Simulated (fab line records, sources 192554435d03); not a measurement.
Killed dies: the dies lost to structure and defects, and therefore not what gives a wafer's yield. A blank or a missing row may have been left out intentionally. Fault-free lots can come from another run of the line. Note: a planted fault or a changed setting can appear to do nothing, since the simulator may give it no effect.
fab line records	flow n5Finfet
record lots=10	wafers=30	lastDay=17
route steps=1938 shown BEOL_M13@1694 PASSIVATION@1936
lots that met no fault: from a run of the same line without faults
startH: hours from the record's first day to the start of the lot's first wafer shown	waitH: hours from the lot's prior step to this one	" repeats the value in the row above	L1.1+2: several wafers, shown together as one row	- no value, or no start given	* or withheld: withheld	< > ~ a bound
route shown NAME@n: NAME is a module with steps in the file, n the number in the route of the first one	usual: the fault-free wafers' mean and standard deviation	same: alike in all rows	chamber/n: place in a boat	sites: the reading at each site	_std_site: standard deviation of those values	_edge_site: mean of outer sites minus mean of inner sites	radiusMm: how far each site lies from the wafer's centre	mask NAME#n: copy n	behind: the last tool/chamber to shape the wafer	hold: what put the lot on hold/how long, in hours/how the hold closed	device: transistor that didn't switch, given as n, p or np	end of line: the same wafers' tests at the end of the route	a step given without rows: its recipe and nothing more	killed: not the wafer's yield, but the dies lost to structure and defects at the first sort	map: shows each die of a wafer: x if killed, . if not, _ if none is there
set.NAME: setting as actually run; set.NAME@STEP: the setting as run at that earlier step	model.NAME: the simulator's own value behind a step, which no gauge read
steps of the route over a sample of lots; a table a step, a row a wafer
services: a tool's chamber out of use, with start hour (startH, from the record's first day; less than 0 if before it), hours out, and reason
## steps
# step N5_BEOL_M13_ETCH_68
# recipe chemistry=N2/H2	target=SOC	maskMaterial=SiARC	sourceW=3000	biasW=350	tempC=40	timeS=355	ionEnergyEv=200	pressureMtorr=30	n2FlowSccm=200	h2FlowSccm=200
# usual drypumpMotorCurrentA=6.0/0.57	oesProductAu=0.83/0.091	rfVppV=523.7/2.4	showerheadPlenumPTorr=2.53/0.089	tempC=40.01/0.11	throttleValvePct=17.69/0.27
lot.wafer	tool	chamber	startH	waitH	drypumpMotorCurrentA	oesProductAu	rfHoursCounterH	rfVppV	showerheadPlenumPTorr	tempC	throttleValvePct
L381.3	rieDiel-04	2	241.09	0.1	5.1	0.82	67	522.7	2.46	39.93	17.69
L381.5	"	1	"	"	6.5	0.85	-	523.3	2.47	39.97	18.04
L381.6	"	2	"	"	5.2	0.81	-	521.8	2.46	40.07	17.71
L380.2	rieDiel-06	2	248.25	0.1	4.9	0.69	232	523.6	2.50	39.93	17.93
L380.3	"	1	"	"	6.0	0.94	12	521.4	2.48	40.02	17.53
L380.5	"	2	"	"	4.9	0.69	-	521.8	2.50	40.10	17.93
L385.2	rieDiel-03	0	270.08	0.1	6.4	0.74	188	518.8	2.41	40.03	17.73
L385.5	"	1	"	"	5.8	0.72	-	525.6	2.61	40.05	17.85
L385.6	"	2	"	"	6.2	0.92	-	526.0	2.56	40.04	17.05
L389.2	rieDiel-03	2	294.17	0.1	6.2	0.91	26	525.3	2.55	40.07	17.06
L389.3	"	3	"	"	6.4	0.94	13	522.9	2.49	39.87	17.65
L389.4	"	1	"	"	5.8	0.71	200	525.8	2.61	39.92	17.85
L391.4	rieDiel-06	1	310.15	0.1	6.0	0.88	-	522.5	2.47	40.02	17.57
L391.5	"	3	"	"	6.8	0.92	-	528.4	2.72	40.23	17.62
L391.6	"	0	"	"	6.1	0.74	-	523.9	2.53	39.98	17.88
L392.2	rieDiel-03	0	316.22	0.1	6.4	0.72	204	520.8	2.40	40.02	17.75
L392.3	"	1	"	"	5.8	0.71	208	525.7	2.61	40.00	17.86
L392.5	"	0	"	"	6.4	0.73	-	520.1	2.40	39.81	17.76
L394.1	rieDiel-06	2	331.34	0.1	4.9	0.95	3	524.2	2.49	39.91	17.41
L394.2	"	1	"	"	6.0	0.87	44	523.6	2.46	40.10	17.60
L394.3	"	3	"	"	6.8	0.90	23	530.1	2.71	40.09	17.65
L397.3	rieDiel-06	2	345.12	0.1	4.9	0.93	7	524.3	2.49	40.07	17.40
L397.4	"	1	"	"	6.0	0.87	49	520.8	2.46	40.18	17.61
L397.5	"	1	"	"	6.0	0.86	-	520.6	2.46	40.13	17.61
L401.2	rieDiel-03	3	367.14	0.1	6.5	0.88	37	521.1	2.48	39.96	17.68
L401.3	"	0	"	"	6.4	0.71	219	520.3	2.39	39.97	17.81
L401.6	"	0	"	"	6.5	0.70	-	520.4	2.39	39.97	17.80
L402.3	rieDiel-06	3	387.67	0.1	6.8	0.87	40	527.5	2.71	40.00	17.68
L402.5	"	2	"	"	4.9	0.90	-	522.7	2.48	39.97	17.42
L402.6	"	3	"	"	6.8	0.87	-	527.7	2.71	40.01	17.67
# step N5_BEOL_M13_SPUTTER_43
# recipe material=TaN	targetThkA=150	tempC=50	biasV=168.6	powerW=15000	chamberPressurePa=0.12	timeS=24.19
# usual biasV=168.9/1.7	substrateTempC=50.02/0.11	throttleValvePct=30.1/1.4
lot.wafer	tool	chamber	startH	waitH	biasV	substrateTempC	throttleValvePct
L381.3	pvdSputter-02	-	244.25	0.0	170.6	50.01	31.6
L381.5	"	-	"	"	170.0	50.03	31.6
L381.6	"	-	"	"	168.9	50.13	30.2
L380.2	pvdSputter-02	-	249.28	0.0	170.3	49.97	31.6
L380.3	"	-	"	"	168.3	50.11	29.3
L380.5	"	-	"	"	168.7	50.05	31.5
L385.2	pvdSputter-01	-	272.79	0.0	170.2	50.09	30.6
L385.5	"	-	"	"	173.1	49.93	30.7
L385.6	"	-	"	"	171.1	49.79	29.0
L389.2	pvdSputter-02	-	295.68	0.0	169.4	49.97	31.7
L389.3	"	-	"	"	166.6	50.11	30.2
L389.4	"	-	"	"	170.0	50.16	29.5
L391.4	pvdSputter-03	-	311.04	0.0	168.4	50.04	32.7
L391.5	"	-	"	"	169.4	50.03	28.6
L391.6	"	-	"	"	167.6	50.00	29.7
L392.2	pvdSputter-01	-	322.86	0.0	166.9	50.07	30.6
L392.3	"	-	"	"	171.1	49.90	29.0
L392.5	"	-	"	"	168.2	50.13	30.7
L394.1	pvdSputter-01	-	334.35	0.0	169.5	50.02	30.6
L394.2	"	-	"	"	168.5	49.83	29.1
L394.3	"	-	"	"	166.5	49.88	30.6
L397.3	pvdSputter-03	-	346.65	0.0	173.6	49.97	29.9
L397.4	"	-	"	"	169.0	50.14	28.7
L397.5	"	-	"	"	170.9	49.98	30.1
L401.2	pvdSputter-01	-	369.38	0.0	169.1	50.01	30.6
L401.3	"	-	"	"	169.3	50.02	28.9
L401.6	"	-	"	"	167.8	49.92	28.9
L402.3	pvdSputter-02	-	389.80	0.0	170.1	49.91	31.8
L402.5	"	-	"	"	168.3	49.91	31.5
L402.6	"	-	"	"	167.8	50.08	30.3
# step N5_BEOL_M13_ANNEAL_48
# recipe tempC=225	timeS=90	ambient=N2
# usual annealTempCMax=226.29/0.27	wafer_temp_C_max=225.70/0.21
lot.wafer	tool	chamber	startH	waitH	annealTempCMax	wafer_temp_C_max
L381.3	rtpAnneal-02	0	244.87	0.2	226.21	225.59
L381.5	"	0	"	"	226.35	225.43
L381.6	"	0	"	"	226.24	225.72
L380.2	rtpAnneal-01	0	249.77	0.2	225.62	225.61
L380.3	"	0	"	"	225.89	225.67
L380.5	"	0	"	"	226.10	225.47
L385.2	rtpAnneal-02	0	273.59	0.5	225.95	225.92
L385.5	"	0	"	"	226.16	225.80
L385.6	"	0	"	"	226.28	225.81
L389.2	rtpAnneal-02	0	296.16	0.2	225.91	225.51
L389.3	"	0	"	"	226.06	226.01
L389.4	"	0	"	"	226.36	225.82
L391.4	rtpAnneal-01	0	311.62	0.2	226.46	225.59
L391.5	"	0	"	"	225.81	225.51
L391.6	"	0	"	"	226.23	225.95
L392.2	rtpAnneal-02	0	323.59	0.3	226.82	225.65
L392.3	"	0	"	"	226.33	225.43
L392.5	"	0	"	"	226.64	226.03
L394.1	rtpAnneal-01	0	334.81	0.1	226.31	225.48
L394.2	"	0	"	"	226.23	225.54
L394.3	"	0	"	"	225.84	225.52
L397.3	rtpAnneal-02	0	347.18	0.2	226.38	226.06
L397.4	"	0	"	"	226.50	225.68
L397.5	"	0	"	"	226.27	226.07
L401.2	rtpAnneal-02	0	370.00	0.3	226.27	225.73
L401.3	"	0	"	"	226.63	225.92
L401.6	"	0	"	"	226.52	225.91
L402.3	rtpAnneal-02	0	390.33	0.2	226.12	225.69
L402.5	"	0	"	"	226.13	225.95
L402.6	"	0	"	"	226.23	226.02
# step N5_BEOL_M13_CMP_49
# recipe stopOn=SiOC	tOverpolishS=17.1	downForcePsi=1	platenRpm=50	clearingPlatenDownForcePsi=1.5	clearingPlatenRpm=50	postCmpClean=cuAlkaline	targetThkNm=420	clearingPlatenPadVelocityMS=0.99484	padVelocityMS=0.99484
# usual barrierFieldEndpointS=30.3/1	motorCurrentA=6.3/0.62	overpolishRunS=17.100/0.0091
lot.wafer	tool	chamber	startH	waitH	barrierFieldEndpointS	motorCurrentA	overpolishRunS
L381.3	cmp-04	2	245.08	0.2	30.8	6.0	17.109
L381.5	"	2	"	"	29.8	5.7	17.103
L381.6	"	3	"	"	29.5	6.5	17.097
L380.3	cmp-02	0	250.02	0.2	29.1	7.0	17.096
L380.2	"	1	"	"	31.6	7.0	17.098
L380.5	"	0	"	"	29.7	7.0	17.106
L385.2	cmp-02	1	273.97	0.3	31.5	6.8	17.097
L385.5	"	2	"	"	32.5	6.6	17.109
L385.6	"	3	"	"	31.2	6.4	17.103
L389.2	cmp-03	0	296.42	0.2	28.8	5.4	17.102
L389.4	"	1	"	"	30.1	5.5	17.090
L389.3	"	3	"	"	29.7	5.3	17.087
L391.4	cmp-03	3	311.82	0.2	30.4	5.1	17.104
L391.6	"	2	"	"	32.2	7.1	17.117
L391.5	"	3	"	"	30.1	5.1	17.098
L392.3	cmp-04	1	323.84	0.2	28.4	6.8	17.098
L392.2	"	3	"	"	29.1	6.6	17.089
L392.5	"	1	"	"	28.9	7.0	17.093
L394.3	cmp-04	0	335.10	0.2	46.2	6.5	15.374
L394.1	"	1	"	"	29.1	6.9	17.092
L394.2	"	2	"	"	47.2	6.1	14.376
L397.3	cmp-03	1	347.42	0.2	29.5	5.9	17.117
L397.4	"	3	"	"	30.2	5.3	17.091
L397.5	"	1	"	"	29.5	5.6	17.113
L401.3	cmp-03	1	370.29	0.2	46.0	5.9	15.582
L401.2	"	2	"	"	46.5	7.1	15.030
L401.6	"	1	"	"	30.2	5.8	17.100
L402.3	cmp-03	0	390.61	0.2	29.1	5.5	17.108
L402.5	"	2	"	"	31.4	6.9	17.108
L402.6	"	3	"	"	30.6	5.3	17.112
# step N5_BEOL_M13_DEP_53
# recipe material=SiCN	targetThkA=500	tempC=withheld	precursor=3MS/NH3	pressureTorr=3	rfW=675	timeS=17.8
# usual showerheadPlenumPTorr=4.152/0.023	throttleValvePct=17.3/1.4
lot.wafer	tool	chamber	startH	waitH	showerheadPlenumPTorr	throttleValvePct
L381.3	pecvd-03	0	245.43	0.0	4.120	16.0
L381.5	"	0	"	"	4.108	16.2
L381.6	"	1	"	"	4.138	20.0
L380.2	pecvd-02	0	250.37	0.0	4.173	17.9
L380.3	"	1	"	"	4.173	18.2
L380.5	"	1	"	"	4.170	18.3
L385.2	pecvd-01	1	274.21	0.0	4.136	17.4
L385.5	"	0	"	"	4.186	18.2
L385.6	"	1	"	"	4.134	17.5
L389.2	pecvd-01	1	296.79	0.0	4.124	17.4
L389.3	"	1	"	"	4.123	17.6
L389.4	"	0	"	"	4.179	18.0
L391.4	pecvd-02	0	312.15	0.0	4.181	15.3
L391.5	"	1	"	"	4.172	18.4
L391.6	"	2	"	"	4.169	17.1
L392.2	pecvd-02	1	324.20	0.0	4.167	18.6
L392.3	"	0	"	"	4.173	15.3
L392.5	"	0	"	"	4.170	15.4
L394.1	pecvd-03	2	335.46	0.0	4.154	15.5
L394.2	"	1	"	"	4.142	20.0
L394.3	"	0	"	"	4.110	16.6
L397.3	pecvd-03	2	347.74	0.0	4.156	15.6
L397.4	"	2	"	"	4.152	15.8
L397.5	"	1	"	"	4.132	19.6
L401.2	pecvd-03	2	370.61	0.0	4.150	15.6
L401.3	"	1	"	"	4.143	20.2
L401.6	"	0	"	"	4.102	16.4
L402.3	pecvd-03	2	390.89	0.0	4.129	15.8
L402.5	"	1	"	"	4.138	19.8
L402.6	"	2	"	"	4.142	15.5
# step N5_PASSIVATION_PROBE_49
# usual defectLimitedYield=91.0/1.4	killed_at_M0_to_M3=36/11	killed_at_M4_up=13/5.4	killedAtContacts=12/6.4	killedAtFrontEnd=41/13	killedAtOther=2.9/2.3	killedDies=106/17	killedOpen=70/12	killedShort=34/8.4	sort_bin_5_function=5.2/1	sort_bin_6_memory=3.4/0.63	sort_bin_8_speed=0.1/0.49	sortNPass=1074/18	sortYieldPct=91.0/1.6
# same grossDies=1180	killedAtBackSide=0	sort_bin_4_leakage[%]=0
lot.wafer	tool	chamber	startH	waitH	defectLimitedYield[%]	killed_at_M0_to_M3	killed_at_M4_up	killedAtContacts	killedAtFrontEnd	killedAtOther	killedDies	killedOpen	killedShort	sort_bin_5_function[%]	sort_bin_6_memory[%]	sort_bin_8_speed[%]	sortNPass	sortYieldPct[%]
L380.2	prober-02	-	275.20	0.1	92.5	41	14	9	21	4	89	56	33	4.2	3.3	0	1091	92.5
L380.3	prober-02	-	275.25	0.1	92.6	25	9	17	33	3	87	51	31	3.5	3.5	0	1093	92.6
L380.5	prober-02	-	275.35	0.2	92.8	32	18	6	28	1	85	63	22	4.7	2.4	0	1095	92.8
L385.2	prober-02	-	306.69	0.1	92.8	35	9	4	33	4	85	62	23	4.0	3.1	0	1095	92.8
L385.5	prober-02	-	306.84	0.2	91.9	37	10	12	33	3	95	63	32	4.8	2.9	0	1085	91.9
L385.6	prober-02	-	306.89	0.3	91.4	38	18	11	34	1	102	67	35	4.8	3.3	0	1078	91.4
L389.2	prober-01	-	323.73	0.1	92.2	34	16	11	31	0	92	64	26	4.5	3.0	0	1088	92.2
L389.4	prober-01	-	323.83	0.2	93.8	18	19	13	19	4	73	56	15	3.1	3.1	0	1107	93.8
L392.2	prober-01	-	348.04	0.1	89.0	39	25	11	53	2	130	85	42	6.8	4.2	0	1050	89.0
L392.3	prober-01	-	348.09	0.1	89.7	58	13	13	37	0	121	72	47	6.1	3.7	0	1059	89.7
L392.5	prober-01	-	348.19	0.2	90.8	38	6	7	57	0	108	61	44	4.7	4.1	0	1072	90.8
L394.1	prober-01	-	360.00	0.0	91.4	41	6	6	48	0	101	56	39	5.1	2.9	0	1079	91.4
L394.2	prober-01	-	360.05	0.1	90.4	26	15	5	66	1	113	58	43	4.9	3.8	0	1067	90.4
L394.3	prober-01	-	360.10	0.1	90.8	47	3	11	46	1	108	62	36	5.2	3.1	0	1072	90.8
L402.3	prober-02	-	418.40	0.1	93.2	22	19	9	29	1	80	61	18	4.3	2.5	0	1100	93.2
L402.5	prober-02	-	418.50	0.2	90.7	52	8	3	43	4	110	77	33	4.9	4.1	0	1070	90.7
L402.6	prober-02	-	418.55	0.3	93.4	32	16	3	19	8	78	51	25	3.8	2.6	0	1102	93.4
# killed by level:class
L380.2 BEOL_M0_SAQP:geometricParticle:open=15 BEOL_M0_SAQP:geometricParticle:short=15 MOL_CONTACT_COAG:geometricParticle:open=8 FIN_SAQP:geometricParticle:open=5 BEOL_M1:geometricParticle:open=5 BEOL_M4:geometricParticle:open=5 STI_FIN_REVEAL:geometricParticle:open=4 GATE_CUT:geometricParticle:short=3
L380.3 MOL_CONTACT_COAG:geometricParticle:open=14 BEOL_M0_SAQP:geometricParticle:open=6 DUMMY_GATE:geometricParticle:open=5 GATE_CUT:geometricParticle:short=5 BEOL_M2:geometricParticle:open=5 BEOL_M0_SAQP:geometricParticle:short=4 BEOL_M1:geometricParticle:open=4 BEOL_M3:geometricParticle:open=4
L380.5 FIN_SAQP:geometricParticle:open=12 BEOL_M3:geometricParticle:open=10 BEOL_M0_SAQP:geometricParticle:open=7 MOL_CONTACT_COAG:geometricParticle:open=6 BEOL_M2:geometricParticle:open=6 BEOL_M4:geometricParticle:open=6 BEOL_M6:geometricParticle:open=5 FIN_SAQP:geometricParticle:short=4
L385.2 BEOL_M3:geometricParticle:open=19 FIN_SAQP:geometricParticle:open=10 GATE_CUT:geometricParticle:short=8 BEOL_M1:geometricParticle:open=4 BEOL_M3:geometricParticle:short=4 BEOL_M4:geometricParticle:open=4 GATE_CUT:geometricParticle:open=3 MOL_CONTACT_COAG:geometricParticle:open=3
L385.5 FIN_SAQP:geometricParticle:open=11 BEOL_M3:geometricParticle:open=11 BEOL_M0_SAQP:geometricParticle:open=10 MOL_CONTACT_COAG:geometricParticle:open=9 BEOL_M0_SAQP:geometricParticle:short=7 BEOL_M4:geometricParticle:open=6 FIN_SAQP:geometricParticle:short=5 STI_FIN_REVEAL:geometricParticle:open=5
L385.6 BEOL_M0_SAQP:geometricParticle:short=10 BEOL_M0_SAQP:geometricParticle:open=9 MOL_CONTACT_COAG:geometricParticle:open=8 BEOL_M4:geometricParticle:open=8 BEOL_M3:geometricParticle:open=6 FIN_SAQP:geometricParticle:open=5 GATE_CUT:geometricParticle:open=5 STARTING-WAFER:geometricParticle:open=5
L389.2 MOL_CONTACT_COAG:geometricParticle:open=9 STI_FIN_REVEAL:geometricParticle:open=9 BEOL_M0_SAQP:geometricParticle:open=9 BEOL_M1:geometricParticle:open=8 BEOL_M3:geometricParticle:open=6 DUMMY_GATE:geometricParticle:open=5 BEOL_M4:geometricParticle:open=5 STI_FIN_REVEAL:geometricParticle:short=4
L389.4 MOL_CONTACT_COAG:geometricParticle:open=11 BEOL_M4:geometricParticle:open=8 BEOL_M1:geometricParticle:open=5 BEOL_M0_SAQP:geometricParticle:open=5 BEOL_M3:geometricParticle:open=5 STARTING-WAFER:geometricParticle:open=4 GATE_CUT:geometricParticle:short=3 STARTING-WAFER:geometricParticle:short=3
L392.2 FIN_SAQP:geometricParticle:open=15 BEOL_M0_SAQP:geometricParticle:open=11 GATE_CUT:geometricParticle:open=8 BEOL_M4:geometricParticle:open=8 MOL_CONTACT_COAG:geometricParticle:open=7 BEOL_M1:geometricParticle:short=6 BEOL_M1:geometricParticle:open=6 BEOL_M3:geometricParticle:open=6
L392.3 BEOL_M0_SAQP:geometricParticle:short=15 BEOL_M3:geometricParticle:open=11 BEOL_M1:geometricParticle:short=10 MOL_CONTACT_COAG:geometricParticle:open=9 STI_FIN_REVEAL:geometricParticle:open=8 FIN_SAQP:geometricParticle:open=6 GATE_CUT:geometricParticle:open=6 BEOL_M0_SAQP:geometricParticle:open=6
L392.5 FIN_SAQP:geometricParticle:short=14 FIN_SAQP:geometricParticle:open=13 GATE_CUT:geometricParticle:short=11 BEOL_M1:geometricParticle:open=8 BEOL_M2:geometricParticle:open=7 STI_FIN_REVEAL:geometricParticle:open=6 MOL_CONTACT_COAG:geometricParticle:open=6 BEOL_M1:geometricParticle:short=6
L394.1 FIN_SAQP:geometricParticle:short=12 BEOL_M1:geometricParticle:open=11 STI_FIN_REVEAL:geometricParticle:open=10 FIN_SAQP:geometricParticle:open=7 BEOL_M0_SAQP:geometricParticle:short=6 BEOL_M0:geometricParticle:open=5 HKMG_FIN:areaEtch=5 GATE_CUT:geometricParticle:short=4
L394.2 FIN_SAQP:geometricParticle:open=17 FIN_SAQP:geometricParticle:short=16 HKMG_FIN:areaEtch=8 STI_FIN_REVEAL:geometricParticle:open=7 BEOL_M1:geometricParticle:open=6 BEOL_M4:geometricParticle:open=6 BEOL_M1:geometricParticle:short=5 BEOL_M3:geometricParticle:open=5
L394.3 FIN_SAQP:geometricParticle:short=11 BEOL_M0_SAQP:geometricParticle:open=11 STI_FIN_REVEAL:geometricParticle:open=10 MOL_CONTACT_COAG:geometricParticle:open=8 BEOL_M0_SAQP:geometricParticle:short=8 HKMG_FIN:areaEtch=8 BEOL_M0:geometricParticle:open=7 FIN_SAQP:geometricParticle:open=5
L402.3 BEOL_M4:geometricParticle:open=12 DUMMY_GATE:geometricParticle:open=7 MOL_CONTACT_COAG:geometricParticle:open=7 BEOL_M0_SAQP:geometricParticle:open=6 FIN_SAQP:geometricParticle:short=4 FIN_SAQP:geometricParticle:open=4 BEOL_M2:geometricParticle:open=4 STARTING-WAFER:geometricParticle:open=4
L402.5 FIN_SAQP:geometricParticle:open=17 BEOL_M1:geometricParticle:open=13 BEOL_M0_SAQP:geometricParticle:open=11 BEOL_M0_SAQP:geometricParticle:short=10 STARTING-WAFER:geometricParticle:open=8 FIN_SAQP:geometricParticle:short=6 BEOL_M0:geometricParticle:open=5 BEOL_M3:geometricParticle:open=5
L402.6 BEOL_M0_SAQP:geometricParticle:open=6 BEOL_M0:geometricParticle:open=6 BEOL_M8:geometricParticle:open=6 FIN_SAQP:geometricParticle:short=4 STI_FIN_REVEAL:geometricParticle:open=4 BEOL_M0_SAQP:geometricParticle:short=4 BEOL_M1:geometricParticle:open=4 BEOL_M3:geometricParticle:open=4
## services
tool	chamber	startH	hours	kind
cmp-03	-	242.22	1.0	repair
pecvd-01	0	242.40	11.1	repair
rieDiel-03	0	248.64	2.4	repair
pecvd-02	-	251.82	2.8	pm
pecvd-02	0	255.27	3.5	repair
pecvd-03	0	257.05	18.5	repair
cmp-02	-	258.39	1.0	repair
pecvd-01	-	267.73	1.8	repair
cmp-02	-	274.75	4.3	pm
cmp-02	-	297.52	1.5	repair
rieDiel-03	0	321.20	4.8	repair
cmp-04	-	329.05	4.0	pm
cmp-03	-	347.68	2.1	repair
pvdSputter-01	-	359.18	6.8	repair
cmp-03	-	361.55	6.1	pm
cmp-04	-	365.01	5.3	pm
pvdSputter-01	-	375.36	8.1	repair
rieDiel-06	3	375.70	2.1	repair
cmp-03	-	378.15	1.3	repair
rieDiel-03	3	378.16	21.3	repair
pecvd-01	2	384.29	6.1	repair
pvdSputter-03	-	385.54	2.5	repair
pvdSputter-01	-	388.63	0.7	repair
pvdSputter-03	-	390.48	8.5	repair
## key
firstSign step=N5_BEOL_M13_CMP_49	reading=overpolishRunS	direction=down	sigmas=99+	usual=17.100	struck=15.090
effect step=N5_BEOL_M13_CMP_49	reading=barrierFieldEndpointS	direction=up	sigmas=16	usual=30.3	struck=46.5
metAt N5_BEOL_M13_SPUTTER_43
struckLots L394,L401
struckWafers L394.2,L394.3,L401.2,L401.3
notActingAt N5_BEOL_M13_ETCH_68,N5_BEOL_M13_ANNEAL_48,N5_BEOL_M13_DEP_53
onsetBetween 322.86 334.35
fault kind=processParameterDrift	tool=pvdSputter-01	chamber=-	onsetH=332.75	steps=N5_BEOL_M13_SPUTTER_43	channel=timeS	offset=*	shape=step	endH=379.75	scope=struckWafersOnly	actsIn=*	stated=*
